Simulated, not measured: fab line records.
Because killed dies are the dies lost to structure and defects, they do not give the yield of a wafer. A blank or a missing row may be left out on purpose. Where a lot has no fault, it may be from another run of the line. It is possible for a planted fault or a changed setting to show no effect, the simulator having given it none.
Chamber matching	flow nandHarc	3 sister chambers for NHARC_P_M1_DEP_33 on pecvd-04
The step deposits SiCN, target thk 30 nm. 6 wafers are shown with their chamber, then 9 later ones without.

## WAFERS WITH THEIR CHAMBER
wafer	chamber	heaterPowerW (W)
L075.5	1	661
L080.5	1	708
L085.1	0	583
L091.2	2	596
L091.3	0	628
L091.6	2	604

## WAFERS MISSING THEIR CHAMBER
wafer	heaterPowerW (W)
L092.1	689
L092.3	623
L092.5	644
L093.3	636
L093.5	682
L093.6	617
L094.1	604
L094.4	647
L094.5	613

## THE CHAMBER EACH PASSED THROUGH
wafer	from the rows above	in truth
L092.1	1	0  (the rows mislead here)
L092.3	can't be placed: 0 or 2 or 1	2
L092.5	can't be placed: 0 or 1 or 2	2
L093.3	can't be placed: 0 or 2 or 1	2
L093.5	1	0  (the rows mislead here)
L093.6	can't be placed: 0 or 2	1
L094.1	can't be placed: 0 or 2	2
L094.4	can't be placed: 1 or 0 or 2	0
L094.5	can't be placed: 0 or 2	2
Placed correctly: 0 of 9. Unplaceable from these rows: 7, with the true chamber sitting among the candidates in 6. Wrongly placed: 2.
How it was worked out, from the rows above alone: a wafer's distance from a chamber is the root of the sum, over the readings, of the square of ((its reading less the chamber's mean) divided by the reading's scatter). The wafer belongs to the nearest chamber; if the next one is less than 2 further off, it can't be placed. The mean given for a chamber averages the wafers shown for that chamber. How the scatter is found: for the shown wafers, subtract from each reading the mean of its chamber, square and add these, divide the total by (wafers less chambers), then take the root.
